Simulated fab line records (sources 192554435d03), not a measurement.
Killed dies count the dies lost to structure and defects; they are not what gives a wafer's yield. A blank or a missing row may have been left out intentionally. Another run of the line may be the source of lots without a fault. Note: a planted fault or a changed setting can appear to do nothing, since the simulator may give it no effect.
fab line records ; flow n5-finfet
record lots=10; wafers=28; last-day=20
route steps=1938 shown FIN_SAQP@129 FIN_CUT@165 PASSIVATION@1936
lots untouched by any fault: they come from a run of this same line in which no faults occurred
start-h: the number of hours between the record's first day and the start of the first shown wafer of the lot ; wait-h: hours from the lot's prior step to this one ; " repeats the value in the row above ; L1.1+2: a row that stands for several wafers ; - no value, or no start given ; * or withheld: withheld ; < > ~ a bound
route shown NAME@n: names a module that has steps shown in the file, with the first one's number in the route ; usual: mean/standard deviation of fault-free wafers ; same: alike in all rows ; chamber/n: place in a boat ; sites: readings site by site ; _std_site: how widely they spread, as a standard deviation ; _edge_site: mean of outer sites minus mean of inner sites ; radius-mm: how far each site lies from the wafer's centre ; mask NAME#n: copy n ; behind: tool/chamber where the wafer was last shaped ; hold: what put the lot on hold/how long, in hours/how the hold closed ; device: transistor that didn't switch, given as n, p or np ; end of line: the tests these same wafers got at the end of their route ; a step without rows: its recipe alone ; killed: not the wafer's yield, but the dies lost to structure and defects at the first sort ; map: a wafer's dies, x killed, . not, _ none there
set.NAME: the run value of the setting; set.NAME@STEP: its run value at that earlier step ; model.NAME: the simulator's own value behind a step, which no gauge read
the route's steps for a sample of lots (tables are steps, rows are wafers)
services: from which hour (start-h, from the record's first day; less than 0 if before it) a tool's chamber was out of use, for how many hours, and why
## steps
# step N5_FIN_SAQP_ETCH_57
# recipe chemistry=CH3F/O2; target=SiNx; mask-material=SiO2; target-depth-a=325; time-s=46.4; pressure-mtorr=30; source-w=395; bias-w=73; Ar_flow_sccm=150; CH3F_flow_sccm=30; O2_flow_sccm=20; ion-energy-ev=120; ends=cleared
# usual drypump-motor-current-A=5.7/0.43; etch-rf-on-time-s=46.4/1.1; oes-product-au=0.67/0.078; rf-vpp-V=296/5.6; showerhead-plenum-p-Torr=2.01/0.074; throttle-valve-pct=16.29/0.18
lot.wafer;tool;chamber;start-h;wait-h;drypump-motor-current-A;etch-rf-on-time-s;oes-product-au;rf-hours-counter-h;rf-vpp-V;showerhead-plenum-p-Torr;throttle-valve-pct
L628.2;rie-diel-02;2;29.36;0.0;5.9;46.6;0.62;168;288;1.91;16.56
L628.4;rie-diel-02;1;29.36;0.0;5.7;45.4;0.72;79;297;1.95;16.15
L628.6;rie-diel-02;0;29.36;0.0;5.3;46.7;0.66;-;292;2.02;16.18
L631.2;rie-diel-01;0;47.70;0.0;4.9;46.7;0.65;149;304;2.01;16.39
L631.4;rie-diel-01;2;47.70;0.0;6.4;45.7;0.85;1;306;2.15;16.11
L631.5;rie-diel-01;0;47.70;0.0;4.9;47.5;0.65;-;304;2.01;16.37
L634.3;rie-diel-02;3;65.91;0.1;5.6;46.6;0.61;194;298;2.08;16.25
L634.4;rie-diel-02;1;65.91;0.1;5.6;43.9;0.71;-;298;1.95;16.18
L634.5;rie-diel-02;2;65.91;0.1;5.9;47.2;0.62;-;289;1.91;16.59
L635.2;rie-diel-02;3;72.04;0.0;5.6;46.4;0.61;197;298;2.08;16.25
L635.3;rie-diel-02;0;72.04;0.0;5.3;46.4;0.65;147;294;2.01;16.21
L635.5;rie-diel-02;0;72.04;0.0;5.3;47.0;0.64;-;293;2.01;16.23
L636.1;rie-diel-01;3;78.00;0.1;4.9;44.3;0.79;20;295;2.12;15.97
L636.5;rie-diel-01;2;78.00;0.1;6.4;44.7;0.82;-;305;2.15;16.14
L636.6;rie-diel-01;3;78.00;0.1;4.9;45.9;0.79;-;295;2.12;15.95
L639.5;rie-diel-04;1;96.89;0.1;6.4;48.0;0.61;-;288;2.06;16.49
L641.1;rie-diel-04;0;108.24;0.0;5.7;46.4;0.58;250;299;1.87;16.39
L641.2;rie-diel-04;3;108.24;0.0;5.8;44.9;0.67;126;296;2.02;16.23
L641.5;rie-diel-04;2;108.24;0.0;5.7;47.9;0.75;-;292;1.97;16.14
L644.3;rie-diel-04;3;125.82;0.0;5.8;46.2;0.65;135;297;2.02;16.23
L644.5;rie-diel-04;1;125.82;0.0;6.4;48.7;0.61;-;287;2.05;16.50
L644.6;rie-diel-04;3;125.82;0.0;5.8;46.9;0.65;-;297;2.02;16.25
L645.2;rie-diel-01;1;132.48;0.0;5.3;45.8;0.61;228;301;1.96;16.49
L645.5;rie-diel-01;1;132.48;0.0;5.3;46.1;0.60;-;301;1.96;16.51
L645.6;rie-diel-01;0;132.48;0.0;4.9;47.3;0.63;-;303;2.00;16.44
L650.1;rie-diel-04;0;161.81;0.0;5.8;45.2;0.83;9;304;2.12;15.97
L650.2;rie-diel-04;1;161.81;0.0;6.4;48.0;0.60;228;289;2.05;16.54
L650.3;rie-diel-04;3;161.81;0.0;5.8;44.8;0.65;150;295;2.01;16.27
# step N5_FIN_SAQP_RECESS_63
# recipe chemistry=HF/NH3; target=SiO2; target-depth-a=180; afs-cycles=3; temp-c=30; sublimation-temp-c=180; sublimation-time-s=60
# usual drypump-motor-current-A=5.6/0.6
lot.wafer;tool;chamber;start-h;wait-h;drypump-motor-current-A
L628.2;vapor-etch-02;0;29.58;0.1;5.0
L628.4;vapor-etch-02;0;29.58;0.1;5.0
L628.6;vapor-etch-02;1;29.58;0.1;6.4
L631.2;vapor-etch-02;0;47.92;0.1;4.9
L631.4;vapor-etch-02;1;47.92;0.1;6.4
L631.5;vapor-etch-02;1;47.92;0.1;6.4
L634.3;vapor-etch-02;1;66.26;0.2;6.4
L634.4;vapor-etch-02;0;66.26;0.2;4.9
L634.5;vapor-etch-02;0;66.26;0.2;5.0
L635.2;vapor-etch-01;0;72.27;0.1;5.8
L635.3;vapor-etch-01;1;72.27;0.1;5.3
L635.5;vapor-etch-01;0;72.27;0.1;5.8
L636.1;vapor-etch-02;0;78.23;0.1;5.0
L636.5;vapor-etch-02;1;78.23;0.1;6.4
L636.6;vapor-etch-02;0;78.23;0.1;5.0
L639.5;vapor-etch-02;0;97.31;0.3;4.9
L641.1;vapor-etch-01;0;108.46;0.1;5.8
L641.2;vapor-etch-01;1;108.46;0.1;5.4
L641.5;vapor-etch-01;0;108.46;0.1;5.8
L644.3;vapor-etch-02;1;126.16;0.2;6.4
L644.5;vapor-etch-02;1;126.16;0.2;6.4
L644.6;vapor-etch-02;0;126.16;0.2;4.9
L645.2;vapor-etch-01;1;132.70;0.1;5.4
L645.5;vapor-etch-01;1;132.70;0.1;5.4
L645.6;vapor-etch-01;0;132.70;0.1;5.8
L650.1;vapor-etch-01;1;162.03;0.1;5.4
L650.2;vapor-etch-01;0;162.03;0.1;5.8
L650.3;vapor-etch-01;0;162.03;0.1;5.8
# step N5_FIN_SAQP_RECESS_71
# recipe chemistry=HF/NH3; target=SiO2; target-depth-a=30; afs-cycles=1; temp-c=30; sublimation-temp-c=180; sublimation-time-s=60
# usual drypump-motor-current-A=5.6/0.53
lot.wafer;tool;chamber;start-h;wait-h;drypump-motor-current-A
L628.2;vapor-etch-02;0;30.21;0.0;5.0
L628.4;vapor-etch-02;0;30.21;0.0;4.9
L628.6;vapor-etch-02;1;30.21;0.0;6.4
L631.2;vapor-etch-02;1;48.65;0.0;6.4
L631.4;vapor-etch-02;0;48.65;0.0;4.9
L631.5;vapor-etch-02;1;48.65;0.0;6.4
L634.3;vapor-etch-02;0;66.97;0.1;4.9
L634.4;vapor-etch-02;1;66.97;0.1;6.4
L634.5;vapor-etch-02;1;66.97;0.1;6.4
L635.2;vapor-etch-01;0;72.99;0.1;5.8
L635.3;vapor-etch-01;1;72.99;0.1;5.4
L635.5;vapor-etch-01;0;72.99;0.1;5.8
L636.1;vapor-etch-01;1;78.84;0.0;5.4
L636.5;vapor-etch-01;1;78.84;0.0;5.4
L636.6;vapor-etch-01;0;78.84;0.0;5.8
L639.5;vapor-etch-02;0;97.76;0.1;4.9
L641.1;vapor-etch-01;1;109.18;0.2;5.4
L641.2;vapor-etch-01;0;109.18;0.2;5.8
L641.5;vapor-etch-01;1;109.18;0.2;5.4
L644.3;vapor-etch-02;0;126.69;0.1;4.9
L644.5;vapor-etch-02;0;126.69;0.1;4.9
L644.6;vapor-etch-02;1;126.69;0.1;6.4
L645.2;vapor-etch-02;0;133.54;0.0;5.0
L645.5;vapor-etch-02;0;133.54;0.0;5.0
L645.6;vapor-etch-02;1;133.54;0.0;6.4
L650.1;vapor-etch-02;1;162.64;0.0;6.4
L650.2;vapor-etch-02;0;162.64;0.0;5.0
L650.3;vapor-etch-02;1;162.64;0.0;6.4
# step N5_FIN_SAQP_STRIP_77
# recipe chemistry=N2/H2; time-s=90; power-w=100; temp-c=40; pressure-mtorr=100; rf-frequency-hz=6e+07; bias-power-w=3; n2-flow-sccm=300; h2-flow-sccm=300
# usual drypump-motor-current-A=5.6/0.5; n2-flow-sccm=299.9/0.8; oes-product-au=0.80/0.096; rf-vpp-V=45.3/0.95; showerhead-plenum-p-Torr=3.40/0.12; throttle-valve-pct=12.18/0.25
lot.wafer;tool;chamber;start-h;wait-h;drypump-motor-current-A;n2-flow-sccm;oes-product-au;rf-hours-counter-h;rf-vpp-V;showerhead-plenum-p-Torr;throttle-valve-pct
L628.2;rie-diel-01;3;31.40;0.0;4.9;299.2;0.99;2;44.3;3.61;11.80
L628.4;rie-diel-01;1;31.40;0.0;5.3;299.8;0.74;-;44.4;3.35;12.40
L628.6;rie-diel-01;0;31.40;0.0;5.0;298.7;0.77;-;45.8;3.35;12.15
L631.2;rie-diel-01;0;49.69;0.0;4.9;300.4;0.76;149;45.0;3.35;12.15
L631.4;rie-diel-01;1;49.69;0.0;5.3;299.4;0.73;199;45.3;3.35;12.40
L631.5;rie-diel-01;2;49.69;0.0;6.4;299.3;1.00;-;45.9;3.61;11.97
L634.3;rie-diel-04;0;67.73;0.0;5.7;299.7;0.69;235;42.6;3.21;12.51
L634.4;rie-diel-04;1;67.73;0.0;6.4;300.7;0.73;-;45.9;3.48;12.35
L634.5;rie-diel-04;0;67.73;0.0;5.7;300.5;0.69;-;43.5;3.21;12.50
L635.2;rie-diel-04;1;74.20;0.0;6.4;299.6;0.74;194;46.5;3.48;12.35
L635.3;rie-diel-04;0;74.20;0.0;5.7;300.4;0.70;237;43.7;3.21;12.48
L635.5;rie-diel-04;1;74.20;0.0;6.4;299.1;0.74;-;46.0;3.48;12.34
L636.1;rie-diel-04;2;79.69;0.0;5.8;299.2;0.90;26;45.6;3.31;11.80
L636.5;rie-diel-04;2;79.69;0.0;5.8;299.0;0.90;-;44.5;3.31;11.81
L636.6;rie-diel-04;0;79.69;0.0;5.7;299.7;0.69;-;45.0;3.21;12.53
L639.5;rie-diel-04;2;98.73;0.0;5.8;298.3;0.88;-;46.3;3.31;11.83
L641.1;rie-diel-02;3;110.71;0.0;5.7;300.0;0.70;212;46.3;3.50;12.30
L641.2;rie-diel-02;0;110.71;0.0;5.3;298.6;0.74;162;44.8;3.36;12.09
L641.5;rie-diel-02;1;110.71;0.0;5.7;300.2;0.80;-;44.1;3.27;12.03
L644.3;rie-diel-01;1;127.99;0.0;5.3;298.9;0.72;227;45.2;3.33;12.50
L644.5;rie-diel-01;2;127.99;0.0;6.4;301.1;0.92;-;45.6;3.60;12.02
L644.6;rie-diel-01;1;127.99;0.0;5.3;300.2;0.71;-;44.7;3.33;12.47
L645.2;rie-diel-02;0;134.35;0.0;5.3;299.1;0.74;169;46.2;3.36;12.10
L645.5;rie-diel-02;0;134.35;0.0;5.3;300.3;0.74;-;45.9;3.36;12.10
L645.6;rie-diel-02;1;134.35;0.0;5.7;300.0;0.79;-;45.2;3.26;12.07
L650.1;rie-diel-01;3;163.50;0.0;4.9;300.7;0.89;49;44.5;3.58;11.93
L650.2;rie-diel-01;2;163.50;0.0;6.4;299.8;0.90;41;44.5;3.59;12.07
L650.3;rie-diel-01;0;163.50;0.0;4.9;299.5;0.75;188;44.8;3.33;12.27
# step N5_FIN_SAQP_INSPECT_40
# recipe inspect-instrument=brightfield; mode=aei
# usual raw-defect-count=222/64
lot.wafer;tool;chamber;start-h;wait-h;raw-defect-count
L628.2;defect-inspect-02;-;31.84;0.0;221
L628.4;defect-inspect-02;-;31.84;0.0;222
L628.6;defect-inspect-02;-;31.84;0.0;233
L631.2;defect-inspect-01;-;50.13;0.0;125
L631.4;defect-inspect-01;-;50.13;0.0;175
L631.5;defect-inspect-01;-;50.13;0.0;147
L634.3;defect-inspect-02;-;68.18;0.0;102
L634.4;defect-inspect-02;-;68.18;0.0;136
L634.5;defect-inspect-02;-;68.18;0.0;138
L635.2;defect-inspect-02;-;74.64;0.0;212
L635.3;defect-inspect-02;-;74.64;0.0;207
L635.5;defect-inspect-02;-;74.64;0.0;226
L636.1;defect-inspect-01;-;80.14;0.0;204
L636.5;defect-inspect-01;-;80.14;0.0;277
L636.6;defect-inspect-01;-;80.14;0.0;237
L639.5;defect-inspect-02;-;99.13;0.0;741
L641.1;defect-inspect-01;-;111.15;0.0;299
L641.2;defect-inspect-01;-;111.15;0.0;317
L641.5;defect-inspect-01;-;111.15;0.0;337
L644.3;defect-inspect-01;-;128.43;0.0;167
L644.5;defect-inspect-01;-;128.43;0.0;176
L644.6;defect-inspect-01;-;128.43;0.0;597
L645.2;defect-inspect-01;-;134.79;0.0;159
L645.5;defect-inspect-01;-;134.79;0.0;269
L645.6;defect-inspect-01;-;134.79;0.0;192
L650.1;defect-inspect-02;-;163.95;0.0;199
L650.2;defect-inspect-02;-;163.95;0.0;202
L650.3;defect-inspect-02;-;163.95;0.0;312
# step N5_FIN_CUT_INSPECT_10
# recipe mode=adi; inspect-instrument=brightfield
# usual raw-defect-count=42/12
lot.wafer;tool;chamber;start-h;wait-h;raw-defect-count
L628.2;defect-inspect-02;-;32.23;0.0;46
L628.4;defect-inspect-02;-;32.23;0.0;41
L628.6;defect-inspect-02;-;32.23;0.0;56
L631.2;defect-inspect-01;-;50.65;0.0;48
L631.4;defect-inspect-01;-;50.65;0.0;50
L631.5;defect-inspect-01;-;50.65;0.0;36
L634.3;defect-inspect-01;-;68.57;0.0;20
L634.4;defect-inspect-01;-;68.57;0.0;45
L634.5;defect-inspect-01;-;68.57;0.0;30
L635.2;defect-inspect-02;-;75.03;0.0;34
L635.3;defect-inspect-02;-;75.03;0.0;42
L635.5;defect-inspect-02;-;75.03;0.0;40
L636.1;defect-inspect-02;-;80.53;0.1;35
L636.5;defect-inspect-02;-;80.53;0.1;68
L636.6;defect-inspect-02;-;80.53;0.1;47
L639.5;defect-inspect-01;-;99.65;0.0;496
L641.1;defect-inspect-01;-;111.54;0.1;50
L641.2;defect-inspect-01;-;111.54;0.1;63
L641.5;defect-inspect-01;-;111.54;0.1;52
L644.3;defect-inspect-02;-;128.82;0.0;41
L644.5;defect-inspect-02;-;128.82;0.0;27
L644.6;defect-inspect-02;-;128.82;0.0;470
L645.2;defect-inspect-01;-;135.18;0.0;30
L645.5;defect-inspect-01;-;135.18;0.0;54
L645.6;defect-inspect-01;-;135.18;0.0;38
L650.1;defect-inspect-02;-;164.34;0.1;29
L650.2;defect-inspect-02;-;164.34;0.1;44
L650.3;defect-inspect-02;-;164.34;0.1;58
# step N5_FIN_CUT_INSPECT_17
# recipe inspect-instrument=brightfield; mode=aei
# usual raw-defect-count=226/63
lot.wafer;tool;chamber;start-h;wait-h;raw-defect-count
L628.2;defect-inspect-01;-;33.18;0.0;223
L628.4;defect-inspect-01;-;33.18;0.0;210
L628.6;defect-inspect-01;-;33.18;0.0;241
L631.2;defect-inspect-01;-;51.60;0.0;137
L631.4;defect-inspect-01;-;51.60;0.0;197
L631.5;defect-inspect-01;-;51.60;0.0;135
L634.3;defect-inspect-01;-;69.52;0.0;98
L634.4;defect-inspect-01;-;69.52;0.0;130
L634.5;defect-inspect-01;-;69.52;0.0;140
L635.2;defect-inspect-01;-;76.02;0.0;211
L635.3;defect-inspect-01;-;76.02;0.0;226
L635.5;defect-inspect-01;-;76.02;0.0;222
L636.1;defect-inspect-02;-;81.68;0.0;205
L636.5;defect-inspect-02;-;81.68;0.0;293
L636.6;defect-inspect-02;-;81.68;0.0;249
L639.5;defect-inspect-02;-;101.12;0.0;736
L641.1;defect-inspect-02;-;112.52;0.0;285
L641.2;defect-inspect-02;-;112.52;0.0;310
L641.5;defect-inspect-02;-;112.52;0.0;327
L644.3;defect-inspect-01;-;129.77;0.0;171
L644.5;defect-inspect-01;-;129.77;0.0;185
L644.6;defect-inspect-01;-;129.77;0.0;615
L645.2;defect-inspect-02;-;136.13;0.0;151
L645.5;defect-inspect-02;-;136.13;0.0;254
L645.6;defect-inspect-02;-;136.13;0.0;217
L650.1;defect-inspect-02;-;165.63;0.0;196
L650.2;defect-inspect-02;-;165.63;0.0;222
L650.3;defect-inspect-02;-;165.63;0.0;283
# step N5_PASSIVATION_PROBE_49
# usual defect-limited-yield=91.1/1.4; killed_at_M0_to_M3=32/9.3; killed_at_M4_up=13/5.8; killed-at-contacts=12/6.3; killed-at-front-end=44/12; killed-at-other=3.6/2.7; killed-dies=104/17; killed-open=69/13; killed-short=34/6.9; sort_bin_5_function=5.2/0.98; sort_bin_6_memory=3.3/0.59; sort_bin_8_speed=0.01/0.039; sort-n-pass=1075/17
# same gross-dies=1180; killed-at-back-side=0; sort_bin_4_leakage[%]=0
lot.wafer;tool;chamber;start-h;wait-h;defect-limited-yield[%];killed_at_M0_to_M3;killed_at_M4_up;killed-at-contacts;killed-at-front-end;killed-at-other;killed-dies;killed-open;killed-short;sort_bin_5_function[%];sort_bin_6_memory[%];sort_bin_8_speed[%];sort-n-pass
L644.3;prober-01;-;398.27;0.1;91.9;27;9;11;47;2;96;69;27;4.9;3.1;0;1084
L644.5;prober-01;-;398.37;0.2;90.1;39;6;26;44;2;117;77;39;5.5;4.2;0;1063
L644.6;prober-01;-;398.42;0.3;88.8;24;12;13;82;1;132;61;30;6.8;3.4;0;1048
# killed by level:class
L644.3 FIN_SAQP:geometric-particle:open=16 BEOL_M1:geometric-particle:open=11 MOL_CONTACT_COAG:geometric-particle:open=11 FIN_SAQP:geometric-particle:short=8 BEOL_M3:geometric-particle:open=8 STI_FIN_REVEAL:geometric-particle:open=5 BEOL_M0_SAQP:geometric-particle:open=4 STARTING-WAFER:geometric-particle:short=4
L644.5 MOL_CONTACT_COAG:geometric-particle:open=21 BEOL_M1:geometric-particle:open=10 GATE_CUT:geometric-particle:short=8 FIN_SAQP:geometric-particle:open=7 BEOL_M3:geometric-particle:open=7 BEOL_M0_SAQP:geometric-particle:short=7 SPACER0:geometric-particle:open=6 MOL_CONTACT_COAG:geometric-particle:short=5
L644.6 FIN_SAQP:unspecified=40 FIN_SAQP:geometric-particle:open=13 MOL_CONTACT_COAG:geometric-particle:open=9 FIN_SAQP:geometric-particle:short=7 GATE_CUT:geometric-particle:short=6 BEOL_M0_SAQP:geometric-particle:open=5 BEOL_M4:geometric-particle:open=5 GATE_CUT:geometric-particle:open=4
## services
tool;chamber;start-h;hours;kind
vapor-etch-01;0;22.87;7.7;repair
vapor-etch-01;1;24.99;3.2;repair
rie-diel-01;2;25.29;-;clean
rie-diel-01;2;25.29;-;consumable-replace:focus-ring
rie-diel-01;2;25.29;-;consumable-replace:showerhead
rie-diel-01;2;25.29;19.6;scheduled-down
rie-diel-01;2;25.29;19.6;vent-cycle
rie-diel-04;1;50.04;6.2;repair
rie-diel-04;3;51.04;30.3;repair
rie-diel-02;0;51.06;16.0;repair
rie-diel-02;3;53.76;2.0;repair
rie-diel-01;2;69.28;5.1;repair
rie-diel-01;-;76.56;0.6;repair
rie-diel-04;1;107.92;4.6;repair
rie-diel-04;0;112.71;-;clean
rie-diel-04;0;112.71;-;consumable-replace:focus-ring
rie-diel-04;0;112.71;-;consumable-replace:showerhead
rie-diel-04;0;112.71;17.8;scheduled-down
rie-diel-04;0;112.71;17.8;vent-cycle
rie-diel-04;2;158.20;4.0;repair
## key
first-sign step=N5_FIN_SAQP_INSPECT_40; reading=raw-defect-count; direction=up; sigmas=7; usual=222; struck=669
effect step=N5_FIN_CUT_INSPECT_10; reading=raw-defect-count; direction=up; sigmas=38; usual=42; struck=483
effect step=N5_FIN_CUT_INSPECT_17; reading=raw-defect-count; direction=up; sigmas=7.1; usual=226; struck=676
more-kills-born-at N5_FIN_SAQP_RECESS_63@vapor-etch-02=40
met-at N5_FIN_SAQP_RECESS_63
struck-lots L639,L644
struck-wafers L639.5,L644.6
rows-end L639.5
not-acting-at N5_FIN_SAQP_ETCH_57,N5_FIN_SAQP_RECESS_71,N5_FIN_SAQP_STRIP_77
onset-between 78.23 97.31
fault kind=chamber-particle-source; tool=vapor-etch-02; chamber=0; onset-h=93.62; steps=N5_FIN_SAQP_RECESS_63; rate-per-visit-cm2=0.64065
# rows-end: these wafers met a further fault down the route, and their rows from its step on are left out
